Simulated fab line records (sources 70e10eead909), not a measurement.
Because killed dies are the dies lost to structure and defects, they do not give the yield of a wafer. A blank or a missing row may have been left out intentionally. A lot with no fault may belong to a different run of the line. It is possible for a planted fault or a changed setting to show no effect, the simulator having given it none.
Comparing a struck lot with a sound one ; flow nand harc ; 12 steps out of a route of 1159
Sound: these wafers, L945.2, L945.4, L945.5. The struck wafers were L956.2, L956.3, L956.4. The cause is named last.
Order at every step that has rows: each side's tool, ch and its chambers, its first start. Under that, the readings that differ: sound wafers ; struck wafers ; difference of the means ; sigmas: that difference in standard deviations of wafers without a fault.
alike: a reading whose means differ by less than 2 such deviations, as well as words and numbers matching on both sides. not compared: withheld readings; readings where some wafer has no value; bounds like >300 that might hide an equal value; numbers whose values overlap and for which the record gives no deviation.
A row with sigmas, a row that says differs or no value, or rows on one side alone: a step with any of these is where the two part. Numbers that don't overlap but have no deviation are shown without sigmas and don't part them. Lack of a reading on every wafer of one side parts them only where that side has two or more wafers.

NHARC_A_WL_FILL_INSPECT_15:
  sound on defect inspect-01, day 16 10:24; struck on defect inspect-01, day 19 08:28
  alike: raw defect count
NHARC_A_CONTACT_DEP_24: deposits SiO2, target thk 500 nm.
  sound on pecvd-04 ch 0,2, day 16 10:30; struck on pecvd-03 ch 0,1, day 19 08:35
  alike: heater power w, throttle valve pct
NHARC_A_CONTACT_DEP_28: deposits aC, target thk 3600 nm.
  sound on acl dep-01 ch 0, day 16 12:22; struck on acl dep-01 ch 0, day 19 10:13
  alike: throttle valve pct
NHARC_A_CONTACT_DEP_29: deposits SiON, target thk 70 nm.
  sound on pecvd-04 ch 0,2, day 16 14:17; struck on pecvd-01 ch 0,1, day 19 12:07
reading;sound;struck;difference;sigmas
heater power w (W);611 614 692;805 820 831;+180;+2
then, 5 steps without rows for these wafers: NHARC_A_CONTACT_DEHYDRATE_32 (time 120 s); NHARC_A_CONTACT_HMDS_33 (time 30 s); NHARC_A_CONTACT_COAT_34 (time 75 s); NHARC_A_CONTACT_COAT_35 (time 65 s); NHARC_A_CONTACT_COAT_36 (resist thk 90 nm).
NHARC_A_CONTACT_SOFTBAKE_37: time 55 s.
  sound on litho track-04 ch 0, day 16 14:00; struck on litho track-04 ch 0, day 19 12:00
reading;sound;struck;difference;sigmas
heater power total W (W);188.54 188.34 188.61;183.30 183.01 182.91;-5.42;-45
plate temp C (C);104.94 104.99 105.19;102.75 102.77 102.88;-2.24;-20
then, 1 step without rows for these wafers: NHARC_A_CONTACT_EBR_38.
NHARC_END_SORT_01:
  the record has rows for the sound wafers here (prober-01 ch 0, day 19 16:34) and none for the struck ones

WHERE THEY PART
At NHARC_A_CONTACT_DEP_29 first; at NHARC_END_SORT_01 last (within this record only).

WHY: what the simulator had put in
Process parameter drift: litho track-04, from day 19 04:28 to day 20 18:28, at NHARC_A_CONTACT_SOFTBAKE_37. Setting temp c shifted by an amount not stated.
